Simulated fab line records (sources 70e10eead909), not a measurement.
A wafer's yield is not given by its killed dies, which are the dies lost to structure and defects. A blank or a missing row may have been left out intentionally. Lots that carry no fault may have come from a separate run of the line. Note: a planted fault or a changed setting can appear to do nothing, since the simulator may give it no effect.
Which of the tools did it? | flow nand harc | Sampling: 24 lots, 72 wafers, 6 of 1302 route steps

== WHAT THE GAUGES SHOWED, per wafer ==
NHARC_P_M2_THK_MEAS_24: measures by xrf.
lot  | measured     | on            | thk nm (nm)
L074 | day 6 16:39  | film metro-02 | 143.4 143.9 143.6
L075 | day 6 19:49  | film metro-02 | 144.4 140.8 147.1
L076 | day 7 07:40  | film metro-02 | 143.6 145.7 143.9
L077 | day 7 19:04  | film metro-02 | 147.9 142.9 143.1
L078 | day 8 06:49  | film metro-01 | 145.4 145.6 143.0
L079 | day 8 11:59  | film metro-01 | 144.8 143.2 145.1
L080 | day 9 05:29  | film metro-02 | 144.3 141.9 142.2
L081 | day 9 16:43  | film metro-02 | 143.5 144.1 142.9
L082 | day 9 21:17  | film metro-02 | 146.9 144.3 144.2
L083 | day 10 14:37 | film metro-02 | 145.8 147.2 145.1
L084 | day 10 18:52 | film metro-02 | 141.8 142.8 142.5
L085 | day 10 22:40 | film metro-01 | 145.7 147.1 143.5
L086 | day 11 10:10 | film metro-01 | 144.9 146.4 146.0
L087 | day 11 21:28 | film metro-02 | 148.6 145.9 145.0
L089 | day 12 16:09 | film metro-01 | 142.2 144.4 142.8
L088 | day 12 18:33 | film metro-01 | 144.5 143.4 145.8
L090 | day 13 11:58 | film metro-02 | 146.4 146.7 147.4
L091 | day 13 14:18 | film metro-01 | 146.7 144.9 144.1
L092 | day 14 00:20 | film metro-02 | 142.2 147.2 144.3
L093 | day 14 09:40 | film metro-02 | 142.4 143.9 145.8
L094 | day 15 01:07 | film metro-01 | 141.1 144.8 139.4
L095 | day 15 04:55 | film metro-02 | 145.8 146.9 146.7
L096 | day 15 18:13 | film metro-01 | 143.4 142.5 145.2
L097 | day 16 04:43 | film metro-01 | 144.9 144.8 143.1

NHARC_A_ZERO_WELL_CD_MEAS_10: target cd 2000 nm.
lot  | measured     | on        | cd nm (nm)
L074 | day 6 22:38  | cd sem-01 | 2002.8 2003.6 1999.9
L075 | day 7 01:49  | cd sem-02 | 1999.7 1999.6 2000.7
L076 | day 7 13:44  | cd sem-02 | 1998.8 2000.9 2000.5
L077 | day 8 01:04  | cd sem-01 | 1996.6 1998.3 1999.5
L078 | day 8 12:50  | cd sem-02 | 2000.6 2002.5 2003.0
L079 | day 8 17:59  | cd sem-03 | 1999.8 1999.2 2000.3
L080 | day 9 11:26  | cd sem-03 | 1998.5 1997.8 1998.1
L081 | day 9 22:39  | cd sem-01 | 1999.3 1998.9 2002.6
L082 | day 10 03:16 | cd sem-01 | 1997.9 2000.8 1996.8
L083 | day 10 21:07 | cd sem-01 | 1999.0 1999.3 1998.3
L084 | day 11 00:37 | cd sem-02 | 1997.3 2000.2 2003.8
L085 | day 11 04:27 | cd sem-01 | 2001.9 1997.7 1999.0
L086 | day 11 16:08 | cd sem-03 | 1997.0 1998.0 1998.5
L087 | day 12 03:22 | cd sem-02 | 2000.3 2005.3 1995.8
L089 | day 12 22:05 | cd sem-01 | 2000.3 2001.9 2000.8
L088 | day 13 00:32 | cd sem-01 | 2000.1 1999.0 1999.7
L090 | day 13 18:01 | cd sem-02 | 1998.7 2000.4 1996.4
L091 | day 13 20:19 | cd sem-01 | 1996.9 1999.1 1999.0
L092 | day 14 06:24 | cd sem-01 | 1999.8 1999.2 1999.4
L093 | day 14 15:52 | cd sem-03 | 1999.6 2000.1 1998.1
L094 | day 15 07:17 | cd sem-01 | 2000.4 1998.5 2000.4
L095 | day 15 10:56 | cd sem-02 | 2000.8 2002.4 2000.3
L096 | day 16 00:08 | cd sem-02 | 1998.5 1999.4 2001.6
L097 | day 16 10:43 | cd sem-01 | 2000.3 2001.8 2001.1

== EACH LOT AND THE TOOL THAT RAN IT (in order: tool; ch and the chambers of the sampled wafers; start) ==
lot  | NHARC_P_M2_CMP_23             | NHARC_P_BONDPAD_ETCH_24                       | NHARC_P_BONDPAD_CMP_19        | NHARC_P_BONDPAD_ACTIVATE_29
L074 | cmp-01 ch 0,2,3, day 6 16:20  | rie diel-02 ch 0,2,3, day 6 20:50 or earlier  | cmp-01 ch 0,2,3, day 6 20:50  | rie diel-11 ch 1,2,3, day 6 21:23
L075 | cmp-01 ch 0,1, day 6 19:29    | rie diel-11 ch 0,1,2, day 6 23:58 or earlier  | cmp-04 ch 0,1,2, day 6 23:58  | rie diel-02 ch 0,1,2, day 7 00:35
L076 | cmp-01 ch 2,3, day 7 07:20    | rie diel-11 ch 1,3, day 7 10:23               | cmp-02 ch 0,3, day 7 11:53    | rie diel-11 ch 0,2, day 7 12:29
L077 | cmp-01 ch 1,2,3, day 7 18:49  | rie diel-02 ch 0,2,3, day 7 23:13 or earlier  | cmp-02 ch 2,3, day 7 23:13    | rie diel-02 ch 1,3, day 7 23:49
L078 | cmp-03 ch 1,2,3, day 8 06:33  | rie diel-11 ch 0,3, day 8 10:59 or earlier    | cmp-02 ch 0,1, day 8 10:59    | rie diel-02 ch 0,2,3, day 8 11:37
L079 | cmp-03 ch 1,2,3, day 8 11:44  | rie diel-11 ch 1,2, day 8 16:12 or earlier    | cmp-02 ch 0,2,3, day 8 16:12  | rie diel-12 ch 0,1,3, day 8 16:45
L080 | cmp-04 ch 1,3, day 9 05:10    | rie diel-11 ch 0,2, day 9 09:34 or earlier    | cmp-04 ch 0,2,3, day 9 09:34  | rie diel-12 ch 1,3, day 9 10:08
L081 | cmp-04 ch 1,2,3, day 9 16:26  | rie diel-02 ch 1,2, day 9 20:50 or earlier    | cmp-01 ch 0,2, day 9 20:50    | rie diel-11 ch 0,1,3, day 9 21:26
L082 | cmp-03 ch 0,2,3, day 9 21:02  | rie diel-02 ch 1,3, day 10 01:26 or earlier   | cmp-02 ch 1,2,3, day 10 01:26 | rie diel-11 ch 0,1,3, day 10 02:01
L083 | cmp-03 ch 1,3, day 10 14:20   | rie diel-11 ch 0,2,3, day 10 19:16 or earlier | cmp-01 ch 0,2,3, day 10 19:16 | rie diel-11 ch 0,1,2, day 10 19:52
L084 | cmp-01 ch 0,2,3, day 10 18:33 | rie diel-02 ch 1,2,3, day 10 22:55 or earlier | cmp-04 ch 0,1,2, day 10 22:55 | rie diel-11 ch 1,2,3, day 10 23:29
L085 | cmp-03 ch 0,2,3, day 10 22:22 | rie diel-11 ch 0,2,3, day 11 02:47 or earlier | cmp-01 ch 0,1,3, day 11 02:47 | rie diel-12 ch 1,3, day 11 03:19
L086 | cmp-04 ch 0,3, day 11 09:52   | rie diel-11 ch 0,2,3, day 11 14:15 or earlier | cmp-01 ch 0,1, day 11 14:15   | rie diel-11 ch 0,2, day 11 14:50
L087 | cmp-04 ch 0,2, day 11 21:11   | rie diel-12 ch 1,2,3, day 12 01:33 or earlier | cmp-02 ch 0,1,3, day 12 01:33 | rie diel-02 ch 1,2,3, day 12 02:09
L089 | cmp-01 ch 1,2,3, day 12 15:50 | rie diel-12 ch 2,3, day 12 20:11 or earlier   | cmp-04 ch 0,1,3, day 12 20:11 | rie diel-11 ch 0,1, day 12 20:50
L088 | cmp-01 ch 2,3, day 12 18:14   | rie diel-12 ch 0,1,2, day 12 22:50 or earlier | cmp-04 ch 0,1,3, day 12 22:50 | rie diel-11 ch 0,1,2, day 12 23:23
L090 | cmp-03 ch 0,2,3, day 13 11:41 | rie diel-11 ch 0,1,2, day 13 16:17 or earlier | cmp-04 ch 0,1,3, day 13 16:17 | rie diel-12 ch 0,2,3, day 13 16:53
L091 | cmp-01 ch 1,2,3, day 13 14:02 | rie diel-02 ch 0,1,2, day 13 18:28 or earlier | cmp-04 ch 1,2,3, day 13 18:28 | rie diel-11 ch 0,3, day 13 19:04
L092 | cmp-04 ch 0,1, day 14 00:02   | rie diel-02 ch 1,2, day 14 04:33 or earlier   | cmp-02 ch 0,2,3, day 14 04:33 | rie diel-12 ch 0,1,3, day 14 05:10
L093 | cmp-01 ch 0,1, day 14 09:20   | rie diel-02 ch 0,2,3, day 14 14:02 or earlier | cmp-02 ch 0,3, day 14 14:02   | rie diel-12 ch 1,2, day 14 14:38
L094 | cmp-04 ch 0,1, day 15 00:47   | rie diel-12 ch 1,2,3, day 15 05:32 or earlier | cmp-02 ch 1,2,3, day 15 05:32 | rie diel-12 ch 1,2,3, day 15 06:10
L095 | cmp-03 ch 1,2,3, day 15 04:40 | rie diel-02 ch 0,1, day 15 09:07 or earlier   | cmp-04 ch 0,2,3, day 15 09:07 | rie diel-11 ch 1,2, day 15 09:42
L096 | cmp-01 ch 0,3, day 15 17:55   | rie diel-02 ch 0,1,3, day 15 22:29 or earlier | cmp-02 ch 1,2,3, day 15 22:29 | rie diel-11 ch 0,2,3, day 15 23:01
L097 | cmp-03 ch 0,1,2, day 16 04:24 | rie diel-12 ch 0,2,3, day 16 08:53 or earlier | cmp-04 ch 1,2,3, day 16 08:53 | rie diel-02 ch 0,1,2, day 16 09:29
- NHARC_P_M2_CMP_23: polishes, t overpolish 20 s, target thk 144.3 nm.
- NHARC_P_BONDPAD_ETCH_24: etches the open film in CF4/N2, target depth 30 nm, time 72.99 s.
- NHARC_P_BONDPAD_CMP_19: polishes, t overpolish 30 s, cu recess touch 16 s, target thk 160.81 nm.
- NHARC_P_BONDPAD_ACTIVATE_29: chemistry N2, time 60 s.

== WHAT THE TOOLS THEMSELVES READ (means of the sampled wafers that have a number; where no wafer has one, the mark that the record gives instead) ==
NHARC_P_M2_CMP_23.
lot  | tool   | motor current A (A) | slurry flow ml min | time to endpoint s (s)
L074 | cmp-01 | 12.0                | 149.9              | 25
L075 | cmp-01 | 12.7                | 149.5              | 29
L076 | cmp-01 | 11.2                | 150.1              | 28
L077 | cmp-01 | 12.0                | 149.9              | 31
L078 | cmp-03 | 12.6                | 150.1              | 33
L079 | cmp-03 | 12.8                | 150.0              | 36
L080 | cmp-04 | 10.8                | 150.4              | 24
L081 | cmp-04 | 10.7                | 149.7              | 26
L082 | cmp-03 | 12.3                | 150.3              | 35
L083 | cmp-03 | 12.3                | 149.3              | 32
L084 | cmp-01 | 12.2                | 149.9              | 27
L085 | cmp-03 | 11.7                | 150.1              | 30
L086 | cmp-04 | 11.6                | 150.1              | 28
L087 | cmp-04 | 11.2                | 150.7              | 32
L089 | cmp-01 | 11.7                | 150.3              | 34
L088 | cmp-01 | 11.2                | 150.2              | 27
L090 | cmp-03 | 12.7                | 150.0              | 32
L091 | cmp-01 | 11.4                | 149.6              | 28
L092 | cmp-04 | 11.2                | 149.2              | 28
L093 | cmp-01 | 13.3                | 150.0              | 31
L094 | cmp-04 | 10.5                | 149.7              | 24
L095 | cmp-03 | 12.8                | 149.8              | 34
L096 | cmp-01 | 12.7                | 150.1              | 26
L097 | cmp-03 | 13.4                | 150.0              | 28

NHARC_P_BONDPAD_ETCH_24.
lot  | tool        | drypump motor current A (A) | oes product au (a.u.) | rf fwd power W (W) | rf vpp V (V) | showerhead plenum p Torr (Torr) | throttle valve pct (%)
L074 | rie diel-02 | 6.0                         | 1.006                 | 298.4              | 312.7        | 2.59                            | 19.799
L075 | rie diel-11 | 6.3                         | 1.020                 | 297.1              | 315.2        | 2.69                            | 19.792
L076 | rie diel-11 | 5.5                         | 0.997                 | 297.0              | 316.1        | 2.71                            | 19.799
L077 | rie diel-02 | 6.0                         | 0.999                 | 297.8              | 313.7        | 2.59                            | 19.794
L078 | rie diel-11 | 5.7                         | 0.993                 | 296.6              | 316.9        | 2.77                            | 19.789
L079 | rie diel-11 | 6.1                         | 1.004                 | 296.4              | 313.7        | 2.63                            | 19.792
L080 | rie diel-11 | 6.2                         | 1.028                 | 297.9              | 316.8        | 2.79                            | 19.796
L081 | rie diel-02 | 5.9                         | 1.014                 | 298.8              | 312.3        | 2.50                            | 19.796
L082 | rie diel-02 | 5.8                         | 1.001                 | 298.2              | 312.4        | 2.57                            | 19.796
L083 | rie diel-11 | 5.9                         | 1.012                 | 297.0              | 317.3        | 2.77                            | 19.785
L084 | rie diel-02 | 5.9                         | 1.003                 | 298.1              | 314.1        | 2.56                            | 19.799
L085 | rie diel-11 | 5.9                         | 1.009                 | 297.6              | 316.9        | 2.77                            | 19.796
L086 | rie diel-11 | 5.9                         | 1.009                 | 296.9              | 317.3        | 2.77                            | 19.795
L087 | rie diel-12 | 5.5                         | 0.992                 | 296.9              | 314.2        | 2.62                            | 19.789
L089 | rie diel-12 | 5.4                         | 0.987                 | 298.0              | 314.4        | 2.64                            | 19.790
L088 | rie diel-12 | 5.8                         | 1.010                 | 297.9              | 313.3        | 2.57                            | 19.791
L090 | rie diel-11 | 6.2                         | 1.001                 | 296.9              | 314.5        | 2.69                            | 19.798
L091 | rie diel-02 | 6.0                         | 1.004                 | 297.7              | 312.6        | 2.53                            | 19.799
L092 | rie diel-02 | 6.2                         | 1.015                 | 298.2              | 311.2        | 2.49                            | 19.787
L093 | rie diel-02 | 6.0                         | 1.003                 | 297.7              | 314.1        | 2.59                            | 19.794
L094 | rie diel-12 | 5.5                         | 1.001                 | 297.7              | 313.8        | 2.62                            | 19.798
L095 | rie diel-02 | 5.9                         | 0.996                 | 298.8              | 313.0        | 2.56                            | 19.799
L096 | rie diel-02 | 5.8                         | 0.992                 | 298.3              | 313.6        | 2.59                            | 19.794
L097 | rie diel-12 | 5.5                         | 0.985                 | 297.9              | 314.4        | 2.62                            | 19.795

NHARC_P_BONDPAD_CMP_19.
lot  | tool   | motor current A (A) | overpolish run s (s) | slurry flow ml min
L074 | cmp-01 | 12.1                | 29.994               | 149.9
L075 | cmp-04 | 10.7                | 29.993               | 150.1
L076 | cmp-02 | 11.9                | 30.009               | 150.3
L077 | cmp-02 | 11.6                | 30.004               | 150.2
L078 | cmp-02 | 12.6                | 30.005               | 150.0
L079 | cmp-02 | 11.9                | 29.999               | 149.9
L080 | cmp-04 | 11.3                | 29.994               | 150.1
L081 | cmp-01 | 12.3                | 29.993               | 149.9
L082 | cmp-02 | 11.2                | 29.998               | 149.7
L083 | cmp-01 | 12.5                | 29.993               | 149.9
L084 | cmp-04 | 10.6                | 29.993               | 149.9
L085 | cmp-01 | 12.6                | 30.000               | 149.9
L086 | cmp-01 | 13.2                | 29.998               | 150.0
L087 | cmp-02 | 11.5                | 29.998               | 150.5
L089 | cmp-04 | 11.1                | 29.990               | 150.4
L088 | cmp-04 | 11.0                | 29.996               | 150.3
L090 | cmp-04 | 11.3                | 29.997               | 150.1
L091 | cmp-04 | 10.8                | 30.002               | 149.9
L092 | cmp-02 | 11.8                | 30.000               | 150.1
L093 | cmp-02 | 11.4                | 29.993               | 149.8
L094 | cmp-02 | 11.8                | 30.004               | 149.8
L095 | cmp-04 | 11.6                | 30.005               | 149.8
L096 | cmp-02 | 11.6                | 30.000               | 150.0
L097 | cmp-04 | 10.6                | 29.994               | 150.3

NHARC_P_BONDPAD_ACTIVATE_29.
lot  | tool        | drypump motor current A (A) | oes product au (a.u.) | rf vpp V (V) | showerhead plenum p Torr (Torr)
L074 | rie diel-11 | 5.7                         | 1.005                 | 64.5         | 1.84
L075 | rie diel-02 | 6.0                         | 1.005                 | 63.4         | 1.70
L076 | rie diel-11 | 6.5                         | 1.034                 | 63.9         | 1.86
L077 | rie diel-02 | 5.8                         | 1.008                 | 64.4         | 1.72
L078 | rie diel-02 | 6.0                         | 0.993                 | 64.6         | 1.74
L079 | rie diel-12 | 5.6                         | 1.013                 | 63.3         | 1.76
L080 | rie diel-12 | 5.3                         | 1.008                 | 64.4         | 1.79
L081 | rie diel-11 | 6.0                         | 1.006                 | 64.2         | 1.81
L082 | rie diel-11 | 6.0                         | 1.002                 | 64.5         | 1.81
L083 | rie diel-11 | 6.3                         | 1.012                 | 64.5         | 1.81
L084 | rie diel-11 | 5.7                         | 1.001                 | 64.8         | 1.83
L085 | rie diel-12 | 5.6                         | 1.006                 | 63.8         | 1.76
L086 | rie diel-11 | 6.4                         | 1.022                 | 64.7         | 1.86
L087 | rie diel-02 | 5.9                         | 0.998                 | 64.1         | 1.72
L089 | rie diel-11 | 6.5                         | 0.994                 | 64.5         | 1.79
L088 | rie diel-11 | 6.3                         | 1.006                 | 64.0         | 1.81
L090 | rie diel-12 | 5.5                         | 0.982                 | 64.3         | 1.77
L091 | rie diel-11 | 5.6                         | 0.990                 | 64.7         | 1.87
L092 | rie diel-12 | 5.6                         | 0.996                 | 63.9         | 1.75
L093 | rie diel-12 | 5.7                         | 1.007                 | 64.1         | 1.74
L094 | rie diel-12 | 5.5                         | 0.998                 | 63.9         | 1.76
L095 | rie diel-11 | 6.1                         | 0.992                 | 64.3         | 1.77
L096 | rie diel-11 | 5.9                         | 0.984                 | 65.1         | 1.87
L097 | rie diel-02 | 6.0                         | 1.006                 | 64.6         | 1.70

== THE ANSWER, worked out from the rows above alone ==
Rule: what is usual is taken from the lots themselves. The widest of any qualifying gaps counts: lots, ordered by their means at a reading, are off when they make up no more than a third of the lots, leave a main group of 4 or more, and stand apart from it by 3 or more times the standard deviation of that group's means. A main group whose means are all the same, to the digits that the tables above print for the reading, isn't used. Also off: a lot with no number at a reading for which 4 or more lots have one. Any other lot the step has rows for is counted as sound. The gauges are gone through in route order, then the tools' own readings, and for those a lot's mean is taken as printed above. The first step at which some lot is off is used, and at that step the reading that is off furthest; a lot without a number counts as furthest.
Nothing can be told from this: no lot is off at any reading shown.

== WHAT WAS PUT IN BY THE SIMULATOR ==
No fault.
